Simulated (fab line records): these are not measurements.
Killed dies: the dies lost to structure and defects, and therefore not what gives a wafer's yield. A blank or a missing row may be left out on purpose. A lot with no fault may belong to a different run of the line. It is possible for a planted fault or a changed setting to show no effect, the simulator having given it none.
Which of the tools did it? :: flow n5_finfet :: at 1 step of a route of 1938, 12 lots with 36 wafers sampled

WHAT THE GAUGES SHOWED, per wafer
N5_BEOL_M4_CD_MEAS_35: target cd 18 nm, target cd y 22.4 nm.
lot: L075
measured: day 8 01:09
on: cd_sem-01
cd_nm (nm): 18.2 17.7 18.2

lot: L079
measured: day 8 19:43
on: cd_sem-03
cd_nm (nm): 18.1 17.8 17.9

lot: L078
measured: day 9 02:50
on: cd_sem-03
cd_nm (nm): 18.1 18.2 18.7

lot: L081
measured: day 9 21:02
on: cd_sem-03
cd_nm (nm): 17.6 18.0 18.3

lot: L083
measured: day 10 14:07
on: cd_sem-02
cd_nm (nm): 18.1 18.2 18.7

lot: L086
measured: day 11 00:11
on: cd_sem-02
cd_nm (nm): 17.9 17.2 18.1

lot: L087
measured: day 11 05:13
on: cd_sem-03
cd_nm (nm): 17.6 18.1 18.3

lot: L090
measured: day 12 00:45
on: cd_sem-01
cd_nm (nm): 17.6 17.5 18.0

lot: L091
measured: day 12 07:33
on: cd_sem-01
cd_nm (nm): 17.8 18.3 17.6

lot: L094
measured: day 12 18:05
on: cd_sem-02
cd_nm (nm): 18.0 17.6 18.1

lot: L095
measured: day 13 12:00
on: cd_sem-03
cd_nm (nm): 18.6 17.8 18.0

lot: L097
measured: day 13 19:11
on: cd_sem-02
cd_nm (nm): 17.6 18.0 17.9

EACH LOT AND THE TOOL THAT RAN IT (in order: tool; ch and the chambers of the sampled wafers; start)
Before these readings, the record contains no process step.

THE ANSWER, worked out from the rows above alone
Rule: the lots themselves supply what counts as usual. Put in order of their means at a reading, lots are off if they are a third of the lots or fewer, leave a main group of 4 or more, and stand apart from it by a gap of 3 or more times the standard deviation of the main group's means; of several such gaps the widest counts. If all means in a main group match to the digits the tables above print for the reading, that group is not used. Also off: a lot with no number at a reading for which 4 or more lots have one. Where the step has rows for the other lots, those lots are counted as sound.
No lot is off on any of the readings shown, so nothing can be concluded from this.

WHAT THE SIMULATOR PUT IN
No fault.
